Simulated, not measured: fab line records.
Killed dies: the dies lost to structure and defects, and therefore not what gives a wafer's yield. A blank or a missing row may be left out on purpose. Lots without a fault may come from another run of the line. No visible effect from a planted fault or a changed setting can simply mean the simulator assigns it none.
fab line records + flow nandHarc
record:
- lots: 5
- wafers: 15
- lastDay: 29
route steps=1302 shown A_CONTACT@989
lots that met no fault: taken from a fault-free run of the same line
startH: hours from the record's opening day to when the first of the lot's shown wafers began + waitH: hours elapsed since this lot's preceding step + " same as the row above + L1.1+2: a single row standing in for several wafers + - either no value or no given start + * or withheld: withheld + < > ~ a bound
route shown NAME@n: NAME is a module with steps in the file, n the number in the route of the first one + usual: mean and standard deviation over wafers with no fault + same: alike in all rows + chamber/n: place in a boat + sites: the reading at each site + _std_site: the standard deviation of these + _edge_site: mean of outer sites minus mean of inner sites + radiusMm: for every site, how far away it sits from the centre of the wafer + mask NAME#n: copy n + behind: tool/chamber where the wafer was last shaped + hold: reason for holding the lot/hours on hold/outcome of the hold + device: the n, p or np transistor that did not switch + end of line: the route-end tests of the same wafers + where a step has no rows: the recipe by itself + killed: count of dies lost to structure and defects at first sort (not the wafer's yield) + map: a wafer's dies, marking killed ones x, the rest . and places with no die _
set.NAME: setting as actually run; set.NAME@STEP: the setting as run at that earlier step + model.NAME: the simulator's own value behind a step, which no gauge read
lots at selected steps of the route; one table per step, one row per wafer
services: a tool's chamber out of use, with start hour (startH, from the record's first day; less than 0 if before it), hours out, and reason
== steps ==
step: NHARC_A_CONTACT_COAT_34
recipe:
- tempC: 260
- timeS: 75
step: NHARC_A_CONTACT_COAT_35
recipe:
- tempC: 225
- timeS: 65
step: NHARC_A_CONTACT_COAT_36
recipe:
- spinRpm: 1500
- resistThkNm: 90
step: NHARC_A_CONTACT_SOFTBAKE_37
recipe:
- tempC: 105
- timeS: 55
step: NHARC_A_CONTACT_EBR_38
step: NHARC_A_CONTACT_EXPOSE_39
recipe:
- na: 1.35
- sigmaOuter: 0.8
- doseMj: 58.79
- maskId: A_CC_3
step: NHARC_A_CONTACT_PEB_40
recipe:
- pebTempC: 100
- pebTimeS: 65
step: NHARC_A_CONTACT_DEVELOP_41
recipe:
- developTimeS: 35
- devTempC: 23
step: NHARC_A_CONTACT_CD_MEAS_42
recipe:
- targetCdNm: 300
- landingEnergyEv: 500
usual:
- cdNm: 299.9/0.49
| lot.wafer | tool     | chamber | startH | waitH | cdNm  |
|-----------|----------|---------|--------|-------|-------|
| L758.1    | cdSem-03 | 0       | 495.62 | -     | 300.0 |
| L758.2    | "        | 0       | "      | "     | 300.0 |
| L758.3    | "        | 0       | "      | "     | 300.1 |
| L763.3    | cdSem-02 | 0       | 526.14 | -     | 299.8 |
| L763.5    | "        | 0       | "      | "     | 299.7 |
| L763.6    | "        | 0       | "      | "     | 299.4 |
| L762.2    | cdSem-02 | 0       | 533.63 | -     | 300.1 |
| L762.5    | "        | 0       | "      | "     | 300.1 |
| L762.6    | "        | 0       | "      | "     | 300.4 |
| L768.1    | cdSem-03 | 0       | 591.83 | -     | 300.7 |
| L768.3    | "        | 0       | "      | "     | 300.3 |
| L768.4    | "        | 0       | "      | "     | 300.2 |
| L773.1    | cdSem-02 | 0       | 632.12 | -     | 299.4 |
| L773.3    | "        | 0       | "      | "     | 299.8 |
| L773.6    | "        | 0       | "      | "     | 299.9 |
step: NHARC_A_CONTACT_OVL_MEAS_43
usual:
- overlayXNm: -0.3/0.89
- overlayYNm: -0.1/1
| lot.wafer | tool       | chamber | startH | waitH | overlayXNm | overlayYNm |
|-----------|------------|---------|--------|-------|------------|------------|
| L758.1    | overlay-01 | -       | 495.70 | -     | -0.3       | -0.4       |
| L758.2    | "          | -       | "      | "     | -0.3       | -0.3       |
| L758.3    | "          | -       | "      | "     | -0.6       | -0.6       |
| L763.3    | overlay-02 | -       | 526.23 | -     | -0.6       | -0.9       |
| L763.5    | "          | -       | "      | "     | -0.4       | -1.5       |
| L763.6    | "          | -       | "      | "     | -1.2       | -1.3       |
| L762.2    | overlay-01 | -       | 533.72 | -     | -1.7       | -0.7       |
| L762.5    | "          | -       | "      | "     | -1.9       | -0.4       |
| L762.6    | "          | -       | "      | "     | -1.7       | -0.7       |
| L768.1    | overlay-01 | -       | 591.92 | -     | 0.6        | 2.1        |
| L768.3    | "          | -       | "      | "     | 0.6        | 2.4        |
| L768.4    | "          | -       | "      | "     | 1.3        | 3.2        |
| L773.1    | overlay-02 | -       | 632.21 | -     | -1.2       | -0.6       |
| L773.3    | "          | -       | "      | "     | -0.6       | -0.3       |
| L773.6    | "          | -       | "      | "     | -1.3       | -0.8       |
step: NHARC_A_CONTACT_INSPECT_44
usual:
- rawDefectCount: 74/36
| lot.wafer | tool             | chamber | startH | waitH | rawDefectCount |
|-----------|------------------|---------|--------|-------|----------------|
| L758.1    | defectInspect-01 | -       | 495.74 | 0.0   | 53             |
| L758.2    | "                | -       | "      | "     | 49             |
| L758.3    | "                | -       | "      | "     | 44             |
| L763.3    | defectInspect-01 | -       | 526.26 | 0.0   | 108            |
| L763.5    | "                | -       | "      | "     | 109            |
| L763.6    | "                | -       | "      | "     | 137            |
| L762.2    | defectInspect-01 | -       | 533.75 | 0.0   | 59             |
| L762.5    | "                | -       | "      | "     | 57             |
| L762.6    | "                | -       | "      | "     | 62             |
| L768.1    | defectInspect-01 | -       | 591.96 | 0.0   | 88             |
| L768.3    | "                | -       | "      | "     | 74             |
| L768.4    | "                | -       | "      | "     | 85             |
| L773.1    | defectInspect-02 | -       | 632.24 | 0.0   | 103            |
| L773.3    | "                | -       | "      | "     | 91             |
| L773.6    | "                | -       | "      | "     | 89             |
step: NHARC_A_CONTACT_DESCUM_47
recipe:
- timeS: 3
- o2FlowSccm: 200
- arFlowSccm: 0
- biasPowerW: 0
- chemistry: O2
usual:
- drypumpMotorCurrentA: 5.8/0.32
- oesProductAu: 1.001/0.0082
- rfVppV: 57.8/0.89
- showerheadPlenumPTorr: 1.93/0.085
- throttleValvePct: 11.313/0.0097
| lot.wafer | tool       | chamber | startH | waitH | drypumpMotorCurrentA | oesProductAu | rfHoursCounterH | rfVppV | showerheadPlenumPTorr | throttleValvePct |
|-----------|------------|---------|--------|-------|----------------------|--------------|-----------------|--------|-----------------------|------------------|
| L758.2    | rieDiel-08 | 1       | 495.81 | 0.1   | 6.1                  | 0.995        | 20              | 56.9   | 1.84                  | 11.302           |
| L758.1    | "          | 2       | "      | "     | 5.6                  | 1.004        | 18              | 58.5   | 2.01                  | 11.288           |
| L758.3    | "          | 3       | "      | "     | 5.8                  | 1.008        | 20              | 58.6   | 2.00                  | 11.312           |
| L763.3    | rieDiel-09 | 3       | 526.35 | 0.1   | 6.4                  | 1.017        | 3               | 57.9   | 1.91                  | 11.313           |
| L763.5    | "          | 0       | "      | "     | 6.0                  | 0.995        | -               | 56.7   | 1.78                  | 11.312           |
| L763.6    | "          | 1       | "      | "     | 4.7                  | 1.016        | -               | 58.8   | 1.92                  | 11.329           |
| L762.2    | rieDiel-08 | 0       | 533.84 | 0.1   | 6.0                  | 1.012        | 26              | 57.6   | 1.97                  | 11.336           |
| L762.5    | "          | 1       | "      | "     | 6.1                  | 1.001        | -               | 58.0   | 1.84                  | 11.306           |
| L762.6    | "          | 2       | "      | "     | 5.6                  | 1.000        | -               | 57.4   | 2.01                  | 11.306           |
| L768.3    | rieDiel-08 | 3       | 592.02 | 0.1   | 5.8                  | 0.994        | 5               | 59.1   | 2.00                  | 11.319           |
| L768.4    | "          | 0       | "      | "     | 6.0                  | 0.987        | 6               | 57.5   | 1.97                  | 11.311           |
| L768.1    | "          | 1       | "      | "     | 6.1                  | 1.002        | 5               | 57.4   | 1.83                  | 11.289           |
| L773.1    | rieDiel-08 | 0       | 632.31 | 0.1   | 6.0                  | 0.998        | 13              | 58.6   | 1.97                  | 11.315           |
| L773.3    | "          | 2       | "      | "     | 5.6                  | 0.990        | 11              | 58.0   | 2.00                  | 11.304           |
| L773.6    | "          | 3       | "      | "     | 5.8                  | 1.008        | -               | 59.0   | 2.00                  | 11.314           |
step: NHARC_A_CONTACT_ETCH_48
recipe:
- targetDepthA: 390
- overEtchFrac: 0.3
- timeS: 65
- ionEnergyEv: 80
- cf4FlowSccm: 150
- arFlowSccm: 0
- rfW: 300
- biasW: 100
- chemistry: CF4
usual:
- drypumpMotorCurrentA: 5.8/0.32
- oesProductAu: 0.999/0.008
- rfFwdPowerW: 297.1/1.1
- rfVppV: 151.4/1.2
- runLengthS: 86.34/0.29
- showerheadPlenumPTorr: 1.78/0.072
- throttleValvePct: 13.285/0.0097
same:
- overEtchFrac: 0.3
| lot.wafer | tool       | chamber | startH | waitH | drypumpMotorCurrentA | oesProductAu | rfFwdPowerW | rfHoursCounterH | rfVppV | runLengthS | showerheadPlenumPTorr | throttleValvePct |
|-----------|------------|---------|--------|-------|----------------------|--------------|-------------|-----------------|--------|------------|-----------------------|------------------|
| L758.1    | rieDiel-08 | 0       | 495.89 | 0.1   | 6.0                  | 0.995        | 295.5       | 19              | 152.8  | 86.61      | 1.82                  | 13.276           |
| L758.3    | "          | 2       | "      | "     | 5.6                  | 1.002        | 295.7       | 18              | 152.0  | 86.26      | 1.85                  | 13.286           |
| L758.2    | "          | 3       | "      | "     | 5.8                  | 0.999        | 298.7       | 20              | 152.5  | 86.11      | 1.85                  | 13.291           |
| L763.3    | rieDiel-09 | 0       | 526.41 | 0.1   | 6.0                  | 0.999        | 298.1       | 3               | 149.9  | 86.46      | 1.66                  | 13.289           |
| L763.6    | "          | 0       | "      | "     | 6.0                  | 0.986        | 297.8       | -               | 150.2  | 86.43      | 1.66                  | 13.279           |
| L763.5    | "          | 1       | "      | "     | 4.7                  | 0.994        | 299.1       | -               | 151.9  | 86.90      | 1.78                  | 13.285           |
| L762.2    | rieDiel-08 | 3       | 533.91 | 0.1   | 5.8                  | 1.003        | 296.1       | 27              | 152.3  | 86.49      | 1.84                  | 13.260           |
| L762.6    | "          | 1       | "      | "     | 6.1                  | 1.001        | 297.6       | -               | 150.8  | 86.07      | 1.70                  | 13.298           |
| L762.5    | "          | 2       | "      | "     | 5.6                  | 0.996        | 295.9       | -               | 152.8  | 86.30      | 1.85                  | 13.289           |
| L768.3    | rieDiel-08 | 2       | 592.10 | 0.1   | 5.6                  | 0.984        | 296.7       | 5               | 152.5  | 86.13      | 1.85                  | 13.286           |
| L768.1    | "          | 3       | "      | "     | 5.8                  | 1.000        | 295.8       | 5               | 150.9  | 87.06      | 1.84                  | 13.284           |
| L768.4    | "          | 0       | "      | "     | 6.0                  | 0.994        | 295.5       | 6               | 150.1  | 86.26      | 1.82                  | 13.283           |
| L773.3    | rieDiel-08 | 3       | 632.40 | 0.1   | 5.8                  | 1.000        | 296.6       | 12              | 151.9  | 86.79      | 1.84                  | 13.285           |
| L773.1    | "          | 0       | "      | "     | 6.0                  | 0.981        | -           | 13              | 150.2  | 69.90      | 1.81                  | 13.250           |
| L773.6    | "          | 2       | "      | "     | 5.6                  | 0.984        | 295.9       | -               | 151.9  | 86.13      | 1.84                  | 13.268           |
step: NHARC_A_CONTACT_ETCH_49
recipe:
- targetDepthA: 2600
- overEtchFrac: 0.3
- timeS: 475.3
- ionEnergyEv: 200
- n2FlowSccm: 150
- h2FlowSccm: 150
- arFlowSccm: 0
- rfW: 400
- biasW: 150
- chemistry: N2/H2
usual:
- drypumpMotorCurrentA: 5.8/0.33
- oesProductAu: 0.999/0.0076
- rfFwdPowerW: 399.3/1.3
- rfVppV: 430.8/2.7
- runLengthS: 496.64/0.29
- showerheadPlenumPTorr: 2.05/0.093
- throttleValvePct: 14.171/0.0087
same:
- overEtchFrac: 0.3
| lot.wafer | tool       | chamber | startH | waitH | drypumpMotorCurrentA | oesProductAu | rfFwdPowerW | rfHoursCounterH | rfVppV | runLengthS | showerheadPlenumPTorr | throttleValvePct |
|-----------|------------|---------|--------|-------|----------------------|--------------|-------------|-----------------|--------|------------|-----------------------|------------------|
| L758.1    | rieDiel-08 | 3       | -      | -     | 5.8                  | 0.997        | 398.1       | 20              | 433.0  | 496.47     | 2.14                  | 14.169           |
| L758.3    | "          | 1       | "      | "     | 6.1                  | 1.000        | 399.0       | 20              | 427.7  | 496.40     | 1.96                  | 14.164           |
| L758.2    | "          | 2       | "      | "     | 5.6                  | 1.001        | 399.5       | 18              | 433.3  | 496.70     | 2.14                  | 14.170           |
| L763.3    | rieDiel-09 | 0       | -      | -     | 6.0                  | 1.003        | 401.2       | 4               | 425.9  | 496.56     | 1.90                  | 14.182           |
| L763.6    | "          | 0       | "      | "     | 6.0                  | 0.998        | 402.4       | -               | 426.3  | 496.84     | 1.90                  | 14.157           |
| L763.5    | "          | 1       | "      | "     | 4.7                  | 1.011        | 398.6       | -               | 430.1  | 497.16     | 2.05                  | 14.180           |
| L762.2    | rieDiel-08 | 2       | -      | -     | 5.6                  | 1.010        | 399.6       | 26              | 434.0  | 497.30     | 2.14                  | 14.179           |
| L762.6    | "          | 1       | "      | "     | 6.1                  | 1.005        | 398.3       | -               | 429.4  | 496.26     | 1.96                  | 14.176           |
| L762.5    | "          | 2       | "      | "     | 5.6                  | 1.003        | 400.4       | -               | 433.8  | 496.68     | 2.14                  | 14.178           |
| L768.1    | rieDiel-08 | 0       | -      | -     | 6.0                  | 0.994        | 398.8       | 6               | 432.9  | 496.13     | 2.10                  | 14.160           |
| L768.3    | "          | 1       | "      | "     | 6.1                  | 1.002        | 398.4       | 5               | 429.5  | 496.27     | 1.95                  | 14.164           |
| L768.4    | "          | 2       | "      | "     | 5.6                  | 0.996        | 397.8       | 5               | 432.8  | 496.44     | 2.14                  | 14.166           |
| L773.1    | rieDiel-08 | 3       | -      | -     | 5.9                  | 0.999        | 398.9       | 12              | 433.4  | 496.74     | 2.13                  | 14.183           |
| L773.3    | "          | 0       | "      | "     | 6.0                  | 0.983        | 398.5       | 13              | 432.5  | 496.83     | 2.10                  | 14.165           |
| L773.6    | "          | 2       | "      | "     | 5.6                  | 0.985        | 399.1       | -               | 433.3  | 496.82     | 2.14                  | 14.165           |
== services ==
| tool       | chamber | startH | hours | kind      |
|------------|---------|--------|-------|-----------|
| rieDiel-08 | 0       | 476.14 | -     | clean     |
| rieDiel-08 | 1       | 476.14 | -     | clean     |
| rieDiel-08 | 2       | 476.14 | -     | clean     |
| rieDiel-08 | 3       | 476.14 | -     | clean     |
| rieDiel-09 | -       | 499.71 | 9.0   | pm        |
| rieDiel-08 | 0       | 500.64 | -     | clean     |
| rieDiel-08 | 1       | 500.64 | -     | clean     |
| rieDiel-08 | 2       | 500.64 | -     | clean     |
| rieDiel-08 | 3       | 500.64 | -     | clean     |
| rieDiel-08 | 0       | 525.14 | -     | clean     |
| rieDiel-08 | 1       | 525.14 | -     | clean     |
| rieDiel-08 | 2       | 525.14 | -     | clean     |
| rieDiel-08 | 3       | 525.14 | -     | clean     |
| rieDiel-08 | -       | 546.12 | 9.0   | pm        |
| rieDiel-08 | 0       | 546.12 | 9.0   | ventCycle |
| rieDiel-08 | 1       | 546.12 | 9.0   | ventCycle |
| rieDiel-08 | 2       | 546.12 | 9.0   | ventCycle |
| rieDiel-08 | 3       | 546.12 | 9.0   | ventCycle |
| rieDiel-08 | 0       | 555.12 | -     | clean     |
| rieDiel-08 | 1       | 555.12 | -     | clean     |
| rieDiel-08 | 2       | 555.12 | -     | clean     |
| rieDiel-08 | 3       | 555.12 | -     | clean     |
| rieDiel-08 | 0       | 579.62 | -     | clean     |
| rieDiel-08 | 1       | 579.62 | -     | clean     |
== key ==
firstSign:
- step: NHARC_A_CONTACT_ETCH_48
- reading: runLengthS
- direction: down
- sigmas: 56
- usual: *
- struck: *
effect none on later readings
metAt NHARC_A_CONTACT_ETCH_48
struckWafers L773.1
sortLeftOut L773.1
testerLeftOut L773
onsetBetween 592.10 632.40
fault:
- kind: processParameterDrift
- tool: rieDiel-08
- chamber: 0
- onsetH: 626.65
- steps: NHARC_A_CONTACT_ETCH_48
- channel: timeS
- offset: *
- shape: step
- endH: 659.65
- actsIn: *
- stated: *
testerLeftOut: of these lots the tester's yield and bins aren't shown, on N5 and GAA mostly nor the transistor test; their killed dies are dies lost to structure and defects alone, not to doping, threshold or leakage, so they don't give the yield
sortLeftOut: the simulated sort isn't trusted on such a fault, so these wafers' sort isn't shown, and their yield isn't known
